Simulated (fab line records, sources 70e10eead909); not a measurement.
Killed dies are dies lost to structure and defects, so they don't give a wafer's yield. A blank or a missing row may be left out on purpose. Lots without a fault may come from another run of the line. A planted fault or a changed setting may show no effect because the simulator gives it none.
Which tool did it? | flow nand_harc | 13 lots, 39 wafers sampled, at 5 steps of a route of 1159

WHAT THE GAUGES READ, wafer by wafer
NHARC_A_ZERO_WELL_CD_MEAS_10: target cd 2000 nm. Usual: cd_nm 2000.4 nm, standard deviation 1.4.
lot  | measured     | on        | cd_nm (nm)           | flag
L105 | day 6 23:05  | cd_sem-02 | 2000.2 2001.1 2002.2 |
L106 | day 7 00:30  | cd_sem-03 | 2000.1 1998.9 1999.4 |
L110 | day 8 03:23  | cd_sem-02 | 2000.0 2000.2 1999.4 |
L113 | day 8 10:30  | cd_sem-03 | 2001.4 1999.4 2001.4 |
L115 | day 9 02:01  | cd_sem-01 | 2001.1 2002.1 2000.4 |
L119 | day 9 21:43  | cd_sem-02 | 1997.5 2000.6 1998.6 |
L122 | day 10 15:50 | cd_sem-02 | 1999.7 2000.6 1999.0 |
L124 | day 10 23:37 | cd_sem-02 | 1998.8 2000.7 1997.8 |
L123 | day 11 05:28 | cd_sem-03 | 2002.0 2001.2 2003.0 |
L125 | day 12 03:50 | cd_sem-01 | 1999.2 1998.8 2000.4 |
L126 | day 12 04:52 | cd_sem-01 | 2002.2 2001.9 2000.9 |
L127 | day 12 05:17 | cd_sem-01 | 2001.2 2000.9 2002.3 |
L128 | day 12 13:13 | cd_sem-01 | 1999.3 1999.5 1999.6 |

NHARC_A_ONON_D1_THK_MEAS_18: measures by ellipsometry. Usual: thk_nm 1005 nm, standard deviation 7.8.
lot  | measured     | on            | thk_nm (nm)    | flag
L105 | day 8 07:27  | film_metro-01 | 1006 1005 1006 |
L106 | day 8 07:28  | film_metro-02 | 1005 1004 1003 |
L110 | day 9 08:53  | film_metro-01 | 707 706 705    | OFF
L113 | day 9 23:42  | film_metro-02 | 699 701 700    | OFF
L115 | day 10 08:58 | film_metro-01 | 999 999 999    |
L119 | day 11 06:07 | film_metro-01 | 996 998 996    |
L122 | day 12 01:14 | film_metro-01 | 1009 1008 1009 |
L124 | day 12 10:02 | film_metro-01 | 1008 1010 1009 |
L123 | day 12 18:50 | film_metro-01 | 990 990 990    |
L125 | day 13 13:35 | film_metro-02 | 1011 1011 1010 |
L126 | day 13 13:14 | film_metro-01 | 1003 1004 1004 |
L127 | day 13 13:33 | film_metro-01 | 1008 1006 1006 |
L128 | day 13 21:49 | film_metro-02 | 1009 1009 1007 |

NHARC_END_SORT_01. Usual: killed_at_array 26, standard deviation 8.6; killed_at_other 0.7, standard deviation 0.97; killed_at_periphery 3.2, standard deviation 2.2; killed_dies 30, standard deviation 8.9; killed_open 3.1, standard deviation 1.8; killed_short 2.2, standard deviation 1.8.
lot  | measured     | on        | killed_at_array | killed_at_other | killed_at_periphery | killed_dies | killed_open | killed_short | flag
L110 | day 20 03:07 | prober-01 | 675 673 673     | 0 1 1           | 2 3 3               | 677 677 677 | 1 0 4       | 4 4 2        | OFF
L113 | day 21 09:51 | prober-01 | 675 671 673     | 0 1 1           | 2 5 3               | 677 677 677 | 4 5 4       | 5 4 3        | OFF
L122 | day 23 12:31 | prober-02 | 30 35 25        | 1 0 0           | 1 2 1               | 32 37 26    | 4 2 0       | 0 5 1        |

WHICH TOOL RAN EACH LOT (tool, then ch and the chambers of the sampled wafers, then the start)
lot  | NHARC_A_ZERO_WELL_DESCUM_12        | NHARC_A_ONON_D1_DEP_16
L105 | rie_diel-05 ch 0,3, day 6 23:14    | pecvd_onon-04 ch 0, day 8 06:56
L106 | rie_diel-06 ch 1,2, day 7 00:40    | pecvd_onon-02 ch 0, day 8 06:58
L110 | rie_diel-06 ch 0,1,2, day 8 03:32  | pecvd_onon-02 ch 0, day 9 08:25
L113 | rie_diel-06 ch 0,2,3, day 8 10:40  | pecvd_onon-02 ch 0, day 9 23:12
L115 | rie_diel-06 ch 1,2,3, day 9 02:10  | pecvd_onon-04 ch 0, day 10 08:27
L119 | rie_diel-08 ch 0,1,2, day 9 21:55  | pecvd_onon-01 ch 0, day 11 05:43
L122 | rie_diel-06 ch 0,1,2, day 10 16:01 | pecvd_onon-04 ch 0, day 12 00:43
L124 | rie_diel-08 ch 0,2, day 10 23:46   | pecvd_onon-04 ch 0, day 12 09:31
L123 | rie_diel-08 ch 0,2,3, day 11 05:39 | pecvd_onon-01 ch 0, day 12 18:24
L125 | rie_diel-05 ch 2,3, day 12 03:59   | pecvd_onon-04 ch 0, day 13 13:11
L126 | rie_diel-06 ch 0,2,3, day 12 05:01 | pecvd_onon-04 ch 0, day 13 12:43
L127 | rie_diel-05 ch 0,2,3, day 12 05:27 | pecvd_onon-01 ch 0, day 13 13:06
L128 | rie_diel-08 ch 0,1, day 12 13:24   | pecvd_onon-04 ch 0, day 13 21:19
- NHARC_A_ZERO_WELL_DESCUM_12: chemistry O2, time 3 s.
- NHARC_A_ONON_D1_DEP_16: target thk 1000 nm.

WHAT THE TOOLS THEMSELVES READ (means of the sampled wafers that have a number; where no wafer has one, the mark that the record gives instead)
NHARC_A_ZERO_WELL_DESCUM_12. Usual: drypump_motor_current_A 5.65 A, standard deviation 0.19; oes_product_au 0.997 a.u., standard deviation 0.0067; rf_vpp_V 57.9 V, standard deviation 0.95; showerhead_plenum_p_Torr 1.93 Torr, standard deviation 0.067; throttle_valve_pct 11.311 %, standard deviation 0.0089.
lot  | tool        | drypump_motor_current_A (A) | oes_product_au (a.u.) | rf_vpp_V (V) | showerhead_plenum_p_Torr (Torr) | throttle_valve_pct (%) | flag
L105 | rie_diel-05 | 5.63                        | 1.000                 | 58.5         | 2.03                            | 11.311                 |
L106 | rie_diel-06 | 5.77                        | 0.998                 | 58.1         | 1.96                            | 11.310                 |
L110 | rie_diel-06 | 5.58                        | 1.002                 | 58.6         | 1.98                            | 11.309                 |
L113 | rie_diel-06 | 5.56                        | 0.998                 | 58.6         | 1.95                            | 11.314                 |
L115 | rie_diel-06 | 5.67                        | 0.992                 | 57.9         | 1.92                            | 11.317                 |
L119 | rie_diel-08 | 5.69                        | 1.000                 | 58.2         | 1.95                            | 11.313                 |
L122 | rie_diel-06 | 5.56                        | 0.991                 | 59.1         | 1.98                            | 11.306                 |
L124 | rie_diel-08 | 5.79                        | 0.995                 | 56.4         | 1.97                            | 11.307                 |
L123 | rie_diel-08 | 5.68                        | 0.998                 | 57.7         | 1.93                            | 11.302                 |
L125 | rie_diel-05 | 5.82                        | 1.001                 | 57.3         | 1.86                            | 11.316                 |
L126 | rie_diel-06 | 5.56                        | 0.996                 | 57.3         | 1.95                            | 11.306                 |
L127 | rie_diel-05 | 5.74                        | 1.006                 | 58.2         | 1.94                            | 11.312                 |
L128 | rie_diel-08 | 5.73                        | 0.999                 | 58.0         | 1.95                            | 11.295                 |

NHARC_A_ONON_D1_DEP_16. Usual: susceptor_temp_C 400.03 C, standard deviation 0.22.
lot  | tool          | susceptor_temp_C (C) | flag
L105 | pecvd_onon-04 | 400.22               |
L106 | pecvd_onon-02 | 399.74               |
L110 | pecvd_onon-02 | 399.60               |
L113 | pecvd_onon-02 | 400.10               |
L115 | pecvd_onon-04 | 399.91               |
L119 | pecvd_onon-01 | 399.84               |
L122 | pecvd_onon-04 | 400.04               |
L124 | pecvd_onon-04 | 399.98               |
L123 | pecvd_onon-01 | 400.03               |
L125 | pecvd_onon-04 | 399.99               |
L126 | pecvd_onon-04 | 399.66               |
L127 | pecvd_onon-01 | 399.97               |
L128 | pecvd_onon-04 | 400.12               |

THE ANSWER, worked out from the rows above alone
Rule: a lot is off if the mean of its wafers that have a number lies more than 3 standard deviations from the usual mean. A lot without any number at a reading at which 4 lots or more have one is off too. The other lots that the step has rows for count as sound. The gauges are gone through in route order, then the tools' own readings, and for those a lot's mean is taken as printed above. The first step at which some lot is off is used, and at that step the reading that is off furthest; a lot without a number counts as furthest.
Off: L110, L113, at NHARC_A_ONON_D1_THK_MEAS_18 (thk_nm).
A tool fits if, at a process step before that reading, it ran every lot that is off, and no sound lot after the first of them. The gauges at NHARC_A_ONON_D1_THK_MEAS_18 aren't tried: what is off there is off at NHARC_END_SORT_01 too, on other tools, and a gauge's error can't cause that. One fits: pecvd_onon-02 at NHARC_A_ONON_D1_DEP_16. Its last sound lot is L106 (day 8 06:58), its first lot that is off L110 (day 9 08:25): a fault that began between those two fits.

WHAT THE SIMULATOR HAD PUT IN
Process parameter drift: pecvd_onon-02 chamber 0, from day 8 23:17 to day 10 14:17, at NHARC_A_ONON_D1_DEP_16. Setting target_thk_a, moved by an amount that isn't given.
Lots struck among those shown: L110, L113. The rule above found the same.
